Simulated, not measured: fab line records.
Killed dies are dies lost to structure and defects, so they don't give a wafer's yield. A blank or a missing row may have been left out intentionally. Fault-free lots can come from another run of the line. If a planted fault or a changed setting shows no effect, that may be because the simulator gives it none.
Chamber matching / flow n5 finfet / pecvd-02 running N5_BEOL_M6_DEP_56: 3 sister chambers
The step deposits SiCN from 3MS/NH3, target thk 10 nm, time 17.5 s. 16 wafers are shown with their chamber, then 8 later ones without.

WAFERS PAIRED WITH THEIR CHAMBERS
wafer=L081.1; chamber=0; throttle valve pct (%)=8.6; showerhead plenum p Torr (Torr)=3.689
wafer=L081.3; chamber=1; throttle valve pct (%)=9.5; showerhead plenum p Torr (Torr)=3.661
wafer=L081.6; chamber=0; throttle valve pct (%)=8.7; showerhead plenum p Torr (Torr)=3.686
wafer=L084.1; chamber=2; throttle valve pct (%)=8.4; showerhead plenum p Torr (Torr)=3.680
wafer=L084.2; chamber=0; throttle valve pct (%)=8.6; showerhead plenum p Torr (Torr)=3.676
wafer=L084.3; chamber=1; throttle valve pct (%)=9.7; showerhead plenum p Torr (Torr)=3.657
wafer=L084.4; chamber=0; throttle valve pct (%)=9.0; showerhead plenum p Torr (Torr)=3.688
wafer=L084.5; chamber=1; throttle valve pct (%)=9.6; showerhead plenum p Torr (Torr)=3.645
wafer=L084.6; chamber=2; throttle valve pct (%)=8.7; showerhead plenum p Torr (Torr)=3.679
wafer=L086.1; chamber=2; throttle valve pct (%)=8.4; showerhead plenum p Torr (Torr)=3.680
wafer=L086.2; chamber=0; throttle valve pct (%)=8.6; showerhead plenum p Torr (Torr)=3.682
wafer=L086.3; chamber=1; throttle valve pct (%)=9.6; showerhead plenum p Torr (Torr)=3.652
wafer=L086.4; chamber=2; throttle valve pct (%)=8.5; showerhead plenum p Torr (Torr)=3.667
wafer=L086.5; chamber=0; throttle valve pct (%)=9.0; showerhead plenum p Torr (Torr)=3.689
wafer=L086.6; chamber=1; throttle valve pct (%)=9.9; showerhead plenum p Torr (Torr)=3.652
wafer=L090.3; chamber=2; throttle valve pct (%)=8.7; showerhead plenum p Torr (Torr)=3.683

SIGNATURES (averages over the wafers above)
reading=throttle valve pct; chamber 0=8.750; chamber 1=9.660; chamber 2=8.540; scatter within a chamber=0.171
reading=showerhead plenum p Torr; chamber 0=3.68500; chamber 1=3.65340; chamber 2=3.67780; scatter within a chamber=0.00576
Rule: for a wafer and a chamber, the distance is found by dividing, reading by reading, the gap between the wafer's reading and the chamber's mean by the reading's scatter, squaring, summing and taking the root. The wafer belongs to the nearest chamber; if the next one is less than 2 further off, it can't be placed. The scatter is the square root of a quotient: the sum, over the shown wafers, of each reading's squared deviation from its chamber's mean, divided by wafers minus chambers.

WAFERS WHOSE CHAMBER IS MISSING
wafer=L090.4; throttle valve pct (%)=8.8; showerhead plenum p Torr (Torr)=3.680
wafer=L090.5; throttle valve pct (%)=9.3; showerhead plenum p Torr (Torr)=3.654
wafer=L089.1; throttle valve pct (%)=8.8; showerhead plenum p Torr (Torr)=3.686
wafer=L089.2; throttle valve pct (%)=8.4; showerhead plenum p Torr (Torr)=3.679
wafer=L089.6; throttle valve pct (%)=8.5; showerhead plenum p Torr (Torr)=3.678
wafer=L093.1; throttle valve pct (%)=8.9; showerhead plenum p Torr (Torr)=3.682
wafer=L093.2; throttle valve pct (%)=9.7; showerhead plenum p Torr (Torr)=3.669
wafer=L093.5; throttle valve pct (%)=8.5; showerhead plenum p Torr (Torr)=3.677

WHICH CHAMBER EACH ONE RAN IN
wafer=L090.4; from the rows above=can't be placed: 0 or 2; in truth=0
wafer=L090.5; from the rows above=1; in truth=1
wafer=L089.1; from the rows above=can't be placed: 0 or 2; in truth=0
wafer=L089.2; from the rows above=can't be placed: 2 or 0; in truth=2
wafer=L089.6; from the rows above=can't be placed: 2 or 0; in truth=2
wafer=L093.1; from the rows above=can't be placed: 0 or 2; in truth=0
wafer=L093.2; from the rows above=1; in truth=1
wafer=L093.5; from the rows above=can't be placed: 2 or 0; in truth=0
Correct placement for 2 of the 8. Unplaceable from these rows: 6, with the true chamber sitting among the candidates in 6. 0 placed wrongly.
